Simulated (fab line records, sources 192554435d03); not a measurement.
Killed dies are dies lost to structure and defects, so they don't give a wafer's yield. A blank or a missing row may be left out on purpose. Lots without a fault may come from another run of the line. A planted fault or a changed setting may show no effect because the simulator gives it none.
fab line records | flow n5_finfet
record lots=5 wafers=15 last_day=20
route steps=1938 shown FIN_SAQP@115
lots that met no fault: from a run of the same line without faults
start_h: hours from the record's first day to the start of the lot's first wafer shown | wait_h: hours since the lot's step before | " the same as in the row above | L1.1+2: a row that stands for several wafers | - no value, or no start given | * or withheld: withheld | < > ~ a bound
route shown NAME@n: a module of which the file shows steps, and the number in the route of the first | usual: mean/standard deviation of fault-free wafers | same: alike in all rows | chamber/n: place in a boat | sites: the reading at each site | _std_site: their standard deviation | _edge_site: outer sites' mean less inner sites' | radius_mm: how far each site lies from the wafer's centre | mask NAME#n: copy n | behind: the tool/chamber that last shaped the wafer | hold: why the lot was held/for how many hours/how that ended | device: the transistor (n, p or np) that didn't switch | end of line: the same wafers' tests at the end of the route | a step without rows: its recipe alone | killed: dies lost to structure and defects at the first sort, not the wafer's yield | map: a wafer's dies, x killed, . not, _ none there
set.NAME: the setting as run; set.NAME@STEP: as run at that earlier step | model.NAME: the simulator's own value behind a step, which no gauge read
lots at some steps of the route; a table a step, a row a wafer
services: from which hour (start_h, from the record's first day; less than 0 if before it) a tool's chamber was out of use, for how many hours, and why
## steps
# step N5_FIN_SAQP_ETCH_51
# recipe chemistry=CF4 target=SiARC target_depth_a=455 mask_material=CAR-ArF time_s=75.8 ion_energy_ev=80 pressure_mtorr=40 source_w=545 bias_w=36 Ar_flow_sccm=100 cf4_flow_sccm=100 ends=cleared
# usual drypump_motor_current_A=5.50/0.24 etch_rf_on_time_s=76.0/1.1 oes_product_au=0.66/0.057 rf_fwd_power_W=539.9/2 rf_vpp_V=184.2/1.1 showerhead_plenum_p_Torr=2.15/0.061 throttle_valve_pct=15.58/0.23
# columns lot.wafer tool chamber start_h wait_h drypump_motor_current_A etch_rf_on_time_s oes_product_au rf_fwd_power_W rf_hours_counter_h rf_vpp_V showerhead_plenum_p_Torr throttle_valve_pct
L083.1 rie_diel-06 0 75.90 0.0 5.52 76.2 0.65 538.7 145 181.6 2.06 15.71
L083.3 " 2 " " 5.28 75.3 0.64 542.1 154 184.3 2.14 15.38
L083.4 " 1 " " 5.87 74.8 0.71 540.2 53 185.1 2.18 15.15
L091.1 rie_diel-06 2 124.56 0.0 5.27 75.5 0.63 538.4 172 183.5 2.14 15.43
L091.3 " 3 " " 5.29 75.6 0.69 539.2 108 185.6 2.16 15.65
L091.5 " 3 " " 5.30 75.4 0.70 538.6 - 183.4 2.16 15.64
L093.3 rie_diel-05 3 135.93 0.0 5.61 76.3 0.80 539.4 15 184.8 2.19 15.39
L093.4 " 2 " " 5.90 78.8 0.61 540.7 182 183.2 2.13 15.50
L093.6 " 1 " " 5.51 77.3 0.59 540.8 - 184.0 2.20 15.88
L096.2 rie_diel-06 2 153.65 0.0 5.27 74.8 0.63 541.9 184 184.3 2.13 15.43
L096.3 " 3 " " 5.33 74.1 0.70 538.3 118 183.6 2.15 15.66
L096.5 " 1 " " 5.88 74.2 0.70 540.9 - 183.4 2.18 15.20
L097.2 rie_diel-06 0 159.72 0.0 5.55 77.3 0.63 534.0 174 181.4 2.05 15.76
L097.3 " 2 " " 5.27 76.7 0.62 539.6 185 184.4 2.13 15.45
L097.5 " 2 " " 5.29 76.3 0.62 541.0 - 184.2 2.13 15.44
# step N5_FIN_SAQP_ETCH_52
# recipe chemistry=N2/H2 target=SOC target_depth_a=1000 overetch_a=200 mask_material=SiARC temp_c=40 time_s=150 ion_energy_ev=200 pressure_mtorr=30 source_w=840 bias_w=150 n2_flow_sccm=200 h2_flow_sccm=200 ends=end_point
# usual drypump_motor_current_A=5.51/0.24 n2_flow_sccm=200.0/0.57 oes_product_au=0.70/0.056 rf_fwd_power_W=836.4/2.6 rf_vpp_V=524.1/2.2 showerhead_plenum_p_Torr=2.55/0.077 throttle_valve_pct=17.78/0.23
# columns lot.wafer tool chamber start_h wait_h drypump_motor_current_A n2_flow_sccm oes_product_au rf_fwd_power_W rf_hours_counter_h rf_vpp_V showerhead_plenum_p_Torr throttle_valve_pct
L083.1 rie_diel-06 0 75.95 0.0 5.53 199.7 0.69 838.4 145 520.7 2.43 17.90
L083.3 " 2 " " 5.29 199.5 0.67 838.3 155 523.0 2.54 17.55
L083.4 " 1 " " 5.87 199.4 0.75 836.5 53 525.8 2.58 17.42
L091.1 rie_diel-06 2 124.61 0.0 5.30 200.3 0.66 840.5 172 522.1 2.53 17.60
L091.3 " 3 " " 5.32 200.7 0.73 836.9 108 523.6 2.57 17.96
L091.5 " 3 " " 5.33 200.2 0.73 834.3 - 523.6 2.57 17.95
L093.3 rie_diel-05 3 135.99 0.0 5.60 199.8 0.85 836.5 15 525.8 2.60 17.60
L093.4 " 2 " " 5.90 199.4 0.66 835.0 182 523.5 2.53 17.61
L093.6 " 1 " " 5.56 200.0 0.62 835.5 - 525.1 2.61 18.14
L096.2 rie_diel-06 2 153.70 0.0 5.28 199.5 0.65 836.0 184 524.1 2.53 17.62
L096.3 " 3 " " 5.33 200.5 0.72 836.7 118 524.8 2.56 17.98
L096.5 " 1 " " 5.85 199.5 0.73 842.4 - 524.5 2.57 17.49
L097.2 rie_diel-06 0 159.77 0.0 5.56 200.4 0.67 835.4 174 520.9 2.42 17.96
L097.3 " 2 " " 5.26 199.7 0.65 838.8 185 524.0 2.53 17.61
L097.5 " 2 " " 5.28 200.6 0.65 836.8 - 523.2 2.53 17.61
# step N5_FIN_SAQP_STRIP_53
# recipe chemistry=N2/H2 temp_c=40 n2_flow_sccm=200 h2_flow_sccm=200 rf_frequency_hz=6e+07
# columns lot.wafer tool chamber start_h wait_h
L083.1+3+4 rie_diel-06 0,2,1 76.05 0.0
L091.1+3+5 rie_diel-06 2,3,3 124.71 0.0
L093.3+4+6 rie_diel-05 3,2,1 136.09 0.0
L096.2+3+5 rie_diel-06 2,3,1 153.80 0.0
L097.2+3+5 rie_diel-06 0,2,2 159.87 0.0
# step N5_FIN_SAQP_HM_OPEN_73
# recipe chemistry=CHF3/O2 target=SiO2 stop_on=a-Si target_depth_a=120 over_etch_frac=1.8 mask_material=SOC time_s=16.8 pressure_mtorr=30 source_w=650 bias_w=170 Ar_flow_sccm=200 CHF3_flow_sccm=50 O2_flow_sccm=5 ion_energy_ev=200 ends=end_point
# usual O2_flow_sccm=5.000/0.015 drypump_motor_current_A=5.50/0.24 oes_o_777_au=0.78/0.064 oes_product_au=0.47/0.038 rf_fwd_power_W=645.5/2.5 rf_vpp_V=527/3.8 showerhead_plenum_p_Torr=2.42/0.067 throttle_valve_pct=18.78/0.23
# columns lot.wafer tool chamber start_h wait_h O2_flow_sccm drypump_motor_current_A oes_o_777_au oes_product_au rf_fwd_power_W rf_hours_counter_h rf_vpp_V showerhead_plenum_p_Torr throttle_valve_pct
L083.1 rie_diel-06 0 76.06 0.0 4.989 5.56 0.76 0.46 643.6 145 524 2.32 18.97
L083.3 " 2 " " 5.007 5.26 0.75 0.45 645.9 155 532 2.41 18.59
L083.4 " 1 " " 4.951 5.89 0.84 0.50 647.5 53 528 2.45 18.34
L091.1 rie_diel-06 2 124.72 0.0 4.980 5.29 0.73 0.44 647.9 172 530 2.41 18.61
L091.3 " 3 " " 4.993 5.31 0.83 0.48 648.4 108 529 2.43 18.88
L091.5 " 3 " " 5.030 5.32 0.83 0.48 648.5 - 530 2.43 18.88
L093.3 rie_diel-05 3 136.10 0.0 5.005 5.60 0.95 0.56 645.6 15 524 2.46 18.60
L093.4 " 2 " " 5.009 5.92 0.74 0.45 641.3 182 529 2.40 18.72
L093.6 " 1 " " 4.972 5.55 0.71 0.43 647.5 - 529 2.47 19.03
L096.2 rie_diel-06 2 153.81 0.0 4.986 5.29 0.73 0.43 648.8 184 530 2.40 18.62
L096.3 " 3 " " 4.969 5.33 0.81 0.47 642.8 118 529 2.43 18.92
L096.5 " 1 " " 5.002 5.85 0.81 0.48 649.6 - 527 2.44 18.40
L097.2 rie_diel-06 0 159.88 0.0 5.000 5.56 0.74 0.45 639.8 174 524 2.31 19.04
L097.3 " 2 " " 4.979 5.27 0.73 0.43 644.4 186 530 2.40 18.62
L097.5 " 2 " " 4.997 5.27 0.73 0.43 644.1 - 529 2.40 18.64
# step N5_FIN_SAQP_STRIP_74
# recipe chemistry=CHF3/O2 resist=SiARC rf_frequency_hz=6e+07
# columns lot.wafer tool chamber start_h wait_h
L083.1+3+4 rie_diel-06 0,2,1 76.11 0.0
L091.1+3+5 rie_diel-06 2,3,3 124.77 0.0
L093.3+4+6 rie_diel-05 3,2,1 136.15 0.0
L096.2+3+5 rie_diel-06 2,3,1 153.87 0.0
L097.2+3+5 rie_diel-06 0,2,2 159.94 0.0
# step N5_FIN_SAQP_MANDREL_ETCH_22
# recipe target_depth_a=600 chemistry=HBr/Cl2 target=a-Si stop_on=SiNx bt_time_s=10 over_etch_frac=0.5 time_s=30 pressure_mtorr=10 icp_w=800 bias_w=75 HBr_flow_sccm=150 Cl2_flow_sccm=80 ends=end_point
# usual drypump_motor_current_A=5.8/0.39 oes_product_au=0.765/0.009 rf_fwd_power_W=796/3.1 throttle_valve_pct=35.30/0.27
# columns lot.wafer tool chamber start_h wait_h drypump_motor_current_A oes_product_au rf_fwd_power_W rf_hours_counter_h throttle_valve_pct
L083.1 rie_si-03 0 76.14 0.0 5.9 0.745 793 119 35.11
L083.3 " 2 " " 6.2 0.765 791 38 35.53
L083.4 " 1 " " 6.1 0.773 798 21 35.62
L091.1 rie_si-01 3 124.80 0.0 6.0 0.750 794 145 35.60
L091.3 " 1 " " 5.4 0.762 795 4 35.08
L091.5 " 3 " " 6.0 0.763 792 - 35.60
L093.3 rie_si-01 3 136.18 0.0 6.0 0.758 791 146 35.57
L093.4 " 1 " " 5.4 0.760 800 4 35.06
L093.6 " 0 " " 5.5 0.765 795 - 34.95
L096.2 rie_si-01 1 153.90 0.0 5.4 0.758 800 4 35.07
L096.3 " 0 " " 5.5 0.758 792 169 34.98
L096.5 " 1 " " 5.5 0.769 798 - 35.07
L097.2 rie_si-01 2 159.97 0.0 5.5 0.759 799 10 35.63
L097.3 " 3 " " 6.0 0.757 786 146 35.60
L097.5 " 3 " " 6.0 0.768 789 - 35.58
# step N5_FIN_SAQP_STRIP_55
# recipe chemistry=N2/H2 power_w=500 temp_c=40 pressure_mtorr=50 rf_frequency_hz=6e+07 overash_fraction=0.3 bias_power_w=28 h2_frac=0.5 n2_flow_sccm=300 h2_flow_sccm=300
# usual drypump_motor_current_A=5.51/0.23 n2_flow_sccm=300.2/0.9 oes_product_au=0.80/0.085 rf_vpp_V=122.2/1.3 showerhead_plenum_p_Torr=3.38/0.1 throttle_valve_pct=18.86/0.28
# columns lot.wafer tool chamber start_h wait_h drypump_motor_current_A n2_flow_sccm oes_product_au rf_hours_counter_h rf_vpp_V showerhead_plenum_p_Torr throttle_valve_pct
L083.1 rie_diel-06 0 76.28 0.1 5.54 301.0 0.77 145 122.9 3.22 18.99
L083.3 " 1 " " 5.88 299.5 0.84 54 121.0 3.41 18.90
L083.4 " 3 " " 5.31 298.8 0.84 90 123.4 3.40 19.16
L091.1 rie_diel-05 1 124.90 0.1 5.55 299.1 0.69 236 123.7 3.45 19.43
L091.3 " 2 " " 5.93 299.5 0.73 178 122.0 3.34 18.48
L091.5 " 3 " " 5.63 302.2 0.97 - 123.0 3.43 18.64
L093.3 rie_diel-05 3 136.28 0.1 5.60 301.1 0.96 15 121.1 3.43 18.65
L093.4 " 1 " " 5.53 300.0 0.69 240 121.5 3.45 19.44
L093.6 " 3 " " 5.61 300.4 0.95 - 121.5 3.43 18.67
L096.2 rie_diel-03 2 154.00 0.1 5.62 300.6 0.76 137 122.3 3.10 18.76
L096.3 " 0 " " 5.46 298.9 0.75 157 123.2 3.36 18.64
L096.5 " 1 " " 5.44 300.1 0.89 - 123.1 3.41 18.63
L097.2 rie_diel-06 2 160.07 0.1 5.27 300.1 0.72 186 121.4 3.34 18.70
L097.3 " 1 " " 5.85 299.7 0.80 79 121.2 3.40 18.93
L097.5 " 1 " " 5.88 300.5 0.80 - 123.4 3.40 18.96
# step N5_FIN_SAQP_STRIP_23
# recipe chemistry=SPM time_s=750 temp_c=130 h2so4_h2o2_vol_ratio=4
# columns lot.wafer tool chamber start_h wait_h
L083.1+3+4 wet_bench-05 5,3,7 76.35 -
L091.1+3+5 wet_bench-01 2,7,6 124.97 -
L093.3+4+6 wet_bench-06 6,0,7 136.35 -
L096.2+3+5 wet_bench-06 0,7,1 154.06 -
L097.2+3+5 wet_bench-06 6,5,1 160.13 -
# step N5_FIN_SAQP_SRD_66
# recipe dry=ipa_marangoni time_s=30 temp_c=23 rinse_liquid=diw
# columns lot.wafer tool chamber start_h wait_h
L083.1+3+4 wet_bench-05 5,3,7 76.56 0.0
L091.1+3+5 wet_bench-01 2,7,6 125.18 0.0
L093.3+4+6 wet_bench-06 6,0,7 136.56 0.0
L096.2+3+5 wet_bench-06 0,7,1 154.27 0.0
L097.2+3+5 wet_bench-06 6,5,1 160.34 0.0
# step N5_FIN_SAQP_RECESS_75
# recipe chemistry=HF/NH3 target=SiO2 target_depth_a=144 afs_cycles=3 temp_c=30 sublimation_temp_c=180 sublimation_time_s=60
# usual drypump_motor_current_A=5.55/0.29
# columns lot.wafer tool chamber start_h wait_h drypump_motor_current_A
L083.1 vapor_etch-01 1 76.61 0.0 5.37
L083.3 " 1 " " 5.38
L083.4 " 1 " " 5.38
L091.1 vapor_etch-02 0 125.22 0.0 5.71
L091.3 " 1 " " 5.80
L091.5 " 1 " " 5.80
L093.3 vapor_etch-02 0 136.72 0.1 5.70
L093.4 " 1 " " 5.79
L093.6 " 0 " " 5.65
L096.2 vapor_etch-02 0 154.32 0.0 5.69
L096.3 " 1 " " 5.81
L096.5 " 0 " " 5.66
L097.2 vapor_etch-02 1 160.39 0.0 5.78
L097.3 " 1 " " 5.80
L097.5 " 1 " " 5.80
# step N5_FIN_SAQP_SPACER1_ALD_24
# recipe material=SiO2 target_thk_a=203 temp_c=300 ald_precursor_family=BDEAS ald_co_reactant=O2-plasma pulse_time_s=1 purge_time_s=2 co_reactant_purge_time_s=2 ald_cycles=218 pressure_torr=2
# usual heater_power_w=487/35 precursor_pulse_height_rel=1.001/0.018
# same ald_cycles=218
# columns lot.wafer tool chamber start_h wait_h heater_power_w precursor_pulse_height_rel
L083.1 ald_sin-03 3 78.82 2.1 502 1.016
L083.3 " 2 " " 503 1.005
L083.4 " 1 " " 497 0.967
L091.1 ald_sin-03 1 125.74 0.4 500 0.989
L091.3 " 2 " " 513 1.003
L091.5 " 2 " " 510 0.983
L093.3 ald_sin-02 2 136.99 0.1 443 0.983
L093.4 " 3 " " 581 0.995
L093.6 " 3 " " 551 1.002
L096.2 ald_sin-02 3 154.70 0.3 564 0.985
L096.3 " 2 " " 449 1.014
L096.5 " 2 " " 449 1.051
L097.2 ald_sin-02 0 160.77 0.3 484 1.005
L097.3 " 2 " " 454 1.004
L097.5 " 2 " " 466 0.976
# step N5_FIN_SAQP_SPACER1_ETCHBACK_25
# recipe chemistry=CHF3/O2 mode=anisotropic_etchback target=SiO2 target_depth_a=244 time_s=12.2 pressure_mtorr=30 source_w=650 bias_w=170 Ar_flow_sccm=200 CHF3_flow_sccm=50 O2_flow_sccm=5 ion_energy_ev=200
# usual O2_flow_sccm=4.999/0.015 drypump_motor_current_A=5.49/0.25 oes_o_777_au=0.79/0.068 oes_product_au=0.79/0.07 rf_fwd_power_W=645.9/2.4 rf_vpp_V=527/3.5 showerhead_plenum_p_Torr=2.43/0.059 throttle_valve_pct=18.87/0.24
# columns lot.wafer tool chamber start_h wait_h O2_flow_sccm drypump_motor_current_A oes_o_777_au oes_product_au rf_fwd_power_W rf_hours_counter_h rf_vpp_V showerhead_plenum_p_Torr throttle_valve_pct
L083.1 rie_diel-05 1 79.53 0.4 4.957 5.55 0.72 0.70 646.9 220 529 2.47 19.07
L083.3 " 0 " " 5.017 5.13 0.79 0.77 644.6 130 520 2.51 19.11
L083.4 " 1 " " 4.975 5.54 0.72 0.70 647.0 - 529 2.47 19.07
L091.1 rie_diel-06 3 126.46 0.4 5.014 5.31 0.83 0.82 642.9 109 530 2.43 18.97
L091.3 " 0 " " 4.986 5.51 0.75 0.75 643.4 162 524 2.31 19.06
L091.5 " 0 " " 4.991 5.50 0.75 0.75 644.0 - 525 2.31 19.08
L093.3 rie_diel-05 0 137.91 0.6 5.028 5.11 0.76 0.75 647.6 151 521 2.50 19.17
L093.4 " 2 " " 5.000 5.92 0.74 0.73 644.8 183 530 2.40 18.78
L093.6 " 2 " " 5.009 5.91 0.73 0.73 646.3 - 531 2.40 18.78
L096.2 rie_diel-05 3 155.42 0.4 4.981 5.57 0.94 0.92 643.0 22 524 2.46 18.70
L096.3 " 2 " " 4.955 5.90 0.73 0.72 646.4 189 531 2.40 18.77
L096.5 " 0 " " 5.015 5.12 0.76 0.74 647.4 - 521 2.50 19.18
L097.2 rie_diel-05 1 161.50 0.4 5.006 5.49 0.70 0.68 643.9 249 528 2.46 19.13
L097.3 " 2 " " 4.983 5.90 0.74 0.72 643.5 192 531 2.40 18.78
L097.5 " 0 " " 5.030 5.13 0.75 0.75 644.5 - 520 2.50 19.16
# step N5_FIN_SAQP_MANDREL1_REMOVE_56
# recipe chemistry=HBr/Cl2/O2 bt_time_s=10 target=a-Si stop_on=SiNx endpoint=OES-SiCl over_etch_frac=1 icp_w=600 bias_w=22 HBr_flow_sccm=150 Cl2_flow_sccm=80 O2_flow_sccm=5 pressure_mtorr=10
# usual O2_flow_sccm=4.998/0.015 drypump_motor_current_A=5.8/0.4 oes_o_777_au=1.00/0.031 oes_product_au=0.998/0.011 rf_fwd_power_W=596.6/2.2 throttle_valve_pct=36.63/0.27
# columns lot.wafer tool chamber start_h wait_h O2_flow_sccm drypump_motor_current_A oes_o_777_au oes_product_au rf_fwd_power_W rf_hours_counter_h throttle_valve_pct
L083.1 rie_si-03 3 79.62 0.1 5.003 5.4 0.98 0.976 594.2 97 36.67
L083.3 " 0 " " 4.999 5.9 0.96 0.968 593.4 120 36.44
L083.4 " 2 " " 4.985 6.1 0.95 0.992 593.1 38 36.87
L091.1 rie_si-06 2 126.55 0.1 4.974 6.1 1.03 0.997 596.7 131 36.75
L091.3 " 3 " " 4.991 5.1 0.96 1.011 595.8 76 36.68
L091.5 " 0 " " 4.991 6.5 1.03 0.998 593.7 - 36.18
L093.3 rie_si-06 3 138.00 0.1 4.996 5.1 0.96 0.989 597.3 76 36.70
L093.4 " 2 " " 4.999 6.0 1.03 0.993 596.9 131 36.75
L093.6 " 3 " " 4.998 5.1 0.96 0.997 596.2 - 36.68
L096.2 rie_si-06 0 155.51 0.1 4.994 6.5 1.02 1.007 594.2 54 36.18
L096.3 " 1 " " 4.982 5.8 0.99 0.998 600.2 18 36.84
L096.5 " 3 " " 4.997 5.1 0.96 1.000 596.9 - 36.67
L097.2 rie_si-06 2 161.59 0.1 5.004 6.1 1.03 0.994 594.8 132 36.75
L097.3 " 1 " " 5.010 5.9 1.00 1.001 597.0 19 36.84
L097.5 " 2 " " 4.996 6.0 1.04 1.010 594.7 - 36.75
# step N5_FIN_SAQP_CD_MEAS_27
# recipe target_cd_nm=20 landing_energy_ev=1000 detector=se_inlens polarity=line
# usual cd_nm=20.34/0.21
# columns lot.wafer tool chamber start_h wait_h cd_nm
L083.1 cd_sem-02 0 79.73 0.1 20.17
L083.3 " 0 " " 20.16
L083.4 " 0 " " 20.43
L091.1 cd_sem-02 0 126.65 0.1 20.32
L091.3 " 0 " " 20.59
L091.5 " 0 " " 20.45
L093.3 cd_sem-02 0 138.11 0.1 20.32
L093.4 " 0 " " 20.30
L093.6 " 0 " " 20.50
L096.2 cd_sem-03 0 155.62 0.1 20.44
L096.3 " 0 " " 20.59
L096.5 " 0 " " 20.80
L097.2 cd_sem-03 0 161.70 0.1 20.66
L097.3 " 0 " " 20.42
L097.5 " 0 " " 19.99
# step N5_FIN_SAQP_ETCH_57
# recipe chemistry=CH3F/O2 target=SiNx mask_material=SiO2 target_depth_a=325 time_s=46.4 pressure_mtorr=30 source_w=395 bias_w=73 Ar_flow_sccm=150 CH3F_flow_sccm=30 O2_flow_sccm=20 ion_energy_ev=120 ends=cleared
# usual O2_flow_sccm=20.00/0.061 drypump_motor_current_A=5.49/0.22 etch_rf_on_time_s=46.5/0.76 oes_o_777_au=0.79/0.073 oes_product_au=0.67/0.065 rf_fwd_power_W=389.4/1.8 rf_vpp_V=298.8/2.4 showerhead_plenum_p_Torr=2.01/0.061 throttle_valve_pct=16.30/0.22
# columns lot.wafer tool chamber start_h wait_h O2_flow_sccm drypump_motor_current_A etch_rf_on_time_s oes_o_777_au oes_product_au rf_fwd_power_W rf_hours_counter_h rf_vpp_V showerhead_plenum_p_Torr throttle_valve_pct
L083.1 rie_diel-05 1 79.78 0.0 19.85 5.53 46.8 0.71 0.60 390.2 220 300.9 2.06 16.55
L083.3 " 0 " " 19.95 5.13 47.7 0.77 0.66 390.3 130 295.0 2.09 16.57
L083.4 " 1 " " 20.03 5.55 46.8 0.72 0.61 388.5 - 302.2 2.06 16.55
L091.1 rie_diel-05 2 126.83 0.2 20.02 5.90 46.6 0.73 0.63 392.5 179 300.7 2.00 16.25
L091.3 " 1 " " 19.98 5.54 46.9 0.70 0.60 389.4 237 299.1 2.05 16.59
L091.5 " 0 " " 20.03 5.13 47.6 0.76 0.64 391.2 - 294.9 2.08 16.61
L093.3 rie_diel-05 1 138.58 0.5 19.88 5.59 46.6 0.70 0.59 390.2 242 300.0 2.05 16.60
L093.4 " 0 " " 19.96 5.11 47.5 0.76 0.65 390.6 152 295.3 2.08 16.61
L093.6 " 3 " " 19.98 5.58 46.0 0.95 0.80 391.2 - 298.9 2.05 16.12
L096.2 rie_diel-03 1 155.67 0.0 20.09 5.45 45.6 0.89 0.76 389.0 32 299.6 2.03 15.88
L096.3 " 3 " " 20.00 5.30 46.5 0.86 0.75 387.1 40 298.6 2.03 16.48
L096.5 " 1 " " 20.05 5.45 46.8 0.89 0.77 388.3 - 301.3 2.03 15.89
L097.2 rie_diel-03 2 161.75 0.0 20.09 5.60 46.5 0.75 0.65 385.6 139 293.4 1.84 16.37
L097.3 " 1 " " 20.04 5.44 44.6 0.90 0.77 389.0 34 301.6 2.03 15.90
L097.5 " 3 " " 19.91 5.30 46.2 0.86 0.75 387.7 - 297.9 2.03 16.47
# step N5_FIN_SAQP_ETCH_65
# recipe chemistry=CF4 target=SiO2 target_depth_a=40 ion_energy_ev=350 time_s=4.4 pressure_mtorr=10 icp_w=800 bias_w=400 cf4_flow_sccm=80
# usual drypump_motor_current_A=5.9/0.35 oes_product_au=0.995/0.014 rf_fwd_power_W=789/3.9 throttle_valve_pct=21.79/0.22
# columns lot.wafer tool chamber start_h wait_h drypump_motor_current_A oes_product_au rf_fwd_power_W rf_hours_counter_h throttle_valve_pct
L083.1 rie_si-06 0 79.89 0.1 6.5 1.025 785 53 21.35
L083.3 " 3 " " 5.1 1.003 786 75 21.84
L083.4 " 1 " " 5.8 1.001 792 17 21.81
L091.1 rie_si-01 3 126.93 0.1 6.1 0.997 779 145 22.04
L091.3 " 1 " " 5.4 1.014 795 4 21.54
L091.5 " 1 " " 5.4 1.010 795 - 21.54
L093.3 rie_si-03 2 138.68 0.1 6.1 0.989 781 39 21.88
L093.4 " 0 " " 5.9 0.974 787 121 21.60
L093.6 " 1 " " 6.1 1.008 789 - 22.11
L096.2 rie_si-03 2 155.77 0.1 6.1 0.990 788 40 21.87
L096.3 " 1 " " 6.1 1.006 794 22 22.11
L096.5 " 1 " " 6.1 1.010 791 - 22.09
L097.2 rie_si-03 3 161.86 0.1 5.4 0.985 786 99 21.78
L097.3 " 0 " " 5.9 0.974 784 121 21.58
L097.5 " 0 " " 5.9 0.973 786 - 21.59
# step N5_FIN_SAQP_MANDREL_ETCH_58
# recipe chemistry=HBr/Cl2 target=a-Si target_depth_a=450 bt_time_s=10 stop_on=SiNx mask_material=SiO2 over_etch_frac=0.8 time_s=27 pressure_mtorr=10 icp_w=800 bias_w=75 HBr_flow_sccm=150 Cl2_flow_sccm=80 ends=end_point
# usual drypump_motor_current_A=5.9/0.35 oes_product_au=0.693/0.0084 rf_fwd_power_W=793.9/2.9 throttle_valve_pct=35.55/0.25
# columns lot.wafer tool chamber start_h wait_h drypump_motor_current_A oes_product_au rf_fwd_power_W rf_hours_counter_h throttle_valve_pct
L083.1 rie_si-06 0 79.92 0.0 6.4 0.703 792.8 53 35.06
L083.3 " 3 " " 5.1 0.705 793.6 75 35.55
L083.4 " 1 " " 5.9 0.703 798.2 17 35.69
L091.1 rie_si-01 3 126.97 0.0 6.0 0.694 790.9 145 35.80
L091.3 " 1 " " 5.4 0.696 794.5 4 35.28
L091.5 " 1 " " 5.4 0.706 798.1 - 35.25
L093.3 rie_si-03 2 138.72 0.0 6.2 0.689 794.1 39 35.75
L093.4 " 0 " " 5.9 0.683 791.3 121 35.32
L093.6 " 1 " " 6.1 0.696 798.8 - 35.83
L096.2 rie_si-03 2 155.81 0.0 6.1 0.693 792.6 40 35.73
L096.3 " 1 " " 6.1 0.694 795.0 22 35.85
L096.5 " 1 " " 6.1 0.697 795.4 - 35.84
L097.2 rie_si-03 3 161.89 0.0 5.4 0.678 792.9 99 35.59
L097.3 " 0 " " 5.9 0.687 794.8 121 35.31
L097.5 " 0 " " 5.9 0.681 795.6 - 35.31
# step N5_FIN_SAQP_RECESS_63
# recipe chemistry=HF/NH3 target=SiO2 target_depth_a=180 afs_cycles=3 temp_c=30 sublimation_temp_c=180 sublimation_time_s=60
# usual drypump_motor_current_A=5.5/0.3
# columns lot.wafer tool chamber start_h wait_h drypump_motor_current_A
L083.1 vapor_etch-02 0 80.00 0.1 5.7
L083.3 " 0 " " 5.7
L083.4 " 1 " " 5.8
L091.1 vapor_etch-02 0 127.05 0.1 5.7
L091.3 " 0 " " 5.7
L091.5 " 1 " " 5.8
L093.3 vapor_etch-02 1 138.92 0.2 5.8
L093.4 " 0 " " 5.7
L093.6 " 0 " " 5.7
L096.2 vapor_etch-02 1 155.89 0.1 5.8
L096.3 " 0 " " 5.6
L096.5 " 0 " " 5.7
L097.2 vapor_etch-02 0 161.97 0.1 5.7
L097.3 " 1 " " 5.8
L097.5 " 0 " " 5.7
# step N5_FIN_SAQP_COAT_68
# recipe resist=SOC temp_c=250 time_s=60 spin_rpm=1500 resist_thk_nm=100
# usual dispense_pressure_kPa=49/4.9
# columns lot.wafer tool chamber start_h wait_h dispense_pressure_kPa
L083.1 litho_track-04 0 80.38 0.3 47
L083.3 " 0 " " 47
L083.4 " 0 " " 47
L091.1 litho_track-04 0 127.43 0.3 47
L091.3 " 0 " " 47
L091.5 " 0 " " 47
L093.3 litho_track-05 0 139.19 0.2 57
L093.4 " 0 " " 57
L093.6 " 0 " " 57
L096.2 litho_track-03 0 156.27 0.3 46
L096.3 " 0 " " 46
L096.5 " 0 " " 46
L097.2 litho_track-05 0 162.36 0.3 57
L097.3 " 0 " " 57
L097.5 " 0 " " 57
# step N5_FIN_SAQP_ETCH_69
# recipe chemistry=N2/H2 target=SOC target_depth_a=1500 stop_on=SiNx ion_energy_ev=100 bias_w=61 pressure_mtorr=30 source_w=850 n2_flow_sccm=200 h2_flow_sccm=200
# usual drypump_motor_current_A=5.49/0.22 n2_flow_sccm=199.9/0.59 oes_product_au=0.79/0.072 rf_fwd_power_W=844.2/2.8 rf_vpp_V=240.6/1.3 showerhead_plenum_p_Torr=2.54/0.087 throttle_valve_pct=17.76/0.22
# columns lot.wafer tool chamber start_h wait_h drypump_motor_current_A n2_flow_sccm oes_product_au rf_fwd_power_W rf_hours_counter_h rf_vpp_V showerhead_plenum_p_Torr throttle_valve_pct
L083.1 rie_diel-06 2 80.48 - 5.27 200.4 0.74 845.3 156 241.5 2.54 17.56
L083.3 " 3 " " 5.34 200.0 0.82 844.0 91 241.0 2.57 17.91
L083.4 " 1 " " 5.86 200.3 0.83 842.6 55 241.4 2.58 17.41
L091.1 rie_diel-03 3 127.50 - 5.29 200.0 0.88 843.2 31 241.1 2.59 17.95
L091.3 " 1 " " 5.42 200.2 0.91 847.1 22 240.0 2.59 17.39
L091.5 " 3 " " 5.35 200.0 0.88 840.8 - 241.0 2.59 17.94
L093.3 rie_diel-06 1 139.25 - 5.87 199.8 0.81 847.3 72 240.3 2.57 17.45
L093.4 " 0 " " 5.56 200.8 0.75 839.3 167 240.5 2.42 17.93
L093.6 " 1 " " 5.85 200.5 0.81 847.7 - 241.9 2.57 17.45
L096.2 rie_diel-05 0 156.33 - 5.11 199.7 0.74 844.3 157 241.8 2.64 18.07
L096.3 " 3 " " 5.60 200.3 0.92 844.2 22 241.2 2.60 17.61
L096.5 " 2 " " 5.90 200.0 0.72 843.7 - 241.3 2.53 17.64
L097.2 rie_diel-05 3 162.42 - 5.58 200.8 0.91 841.6 25 240.6 2.59 17.62
L097.3 " 1 " " 5.58 200.2 0.68 843.0 249 240.3 2.61 18.15
L097.5 " 0 " " 5.12 199.3 0.75 845.1 - 243.4 2.64 18.09
## services
# columns tool chamber start_h hours kind
rie_diel-03 2 52.97 7.7 repair
rie_si-01 1 57.50 3.5 repair
rie_diel-05 3 74.42 - clean
rie_diel-05 3 74.42 - consumable_replace:focus_ring
rie_diel-05 3 74.42 15.5 scheduled_down
rie_diel-05 3 74.42 15.5 vent_cycle
ald_sin-02 - 85.25 14.0 pm
ald_sin-02 0 85.25 14.0 vent_cycle
ald_sin-02 1 85.25 14.0 vent_cycle
ald_sin-02 2 85.25 14.0 vent_cycle
ald_sin-02 3 85.25 14.0 vent_cycle
vapor_etch-01 - 87.31 0.2 repair
rie_si-03 3 89.36 2.0 repair
rie_si-03 - 95.23 0.8 repair
ald_sin-02 0 99.25 - clean
ald_sin-02 1 99.25 - clean
rie_si-03 - 110.33 0.7 repair
rie_diel-06 1 110.57 8.0 repair
wet_bench-06 - 115.50 1.6 repair
rie_si-01 - 115.94 0.4 repair
ald_sin-03 3 134.81 2.6 repair
rie_si-01 0 140.30 7.5 repair
rie_si-01 1 147.26 3.2 repair
rie_si-03 0 162.03 6.1 repair
## key
fault none
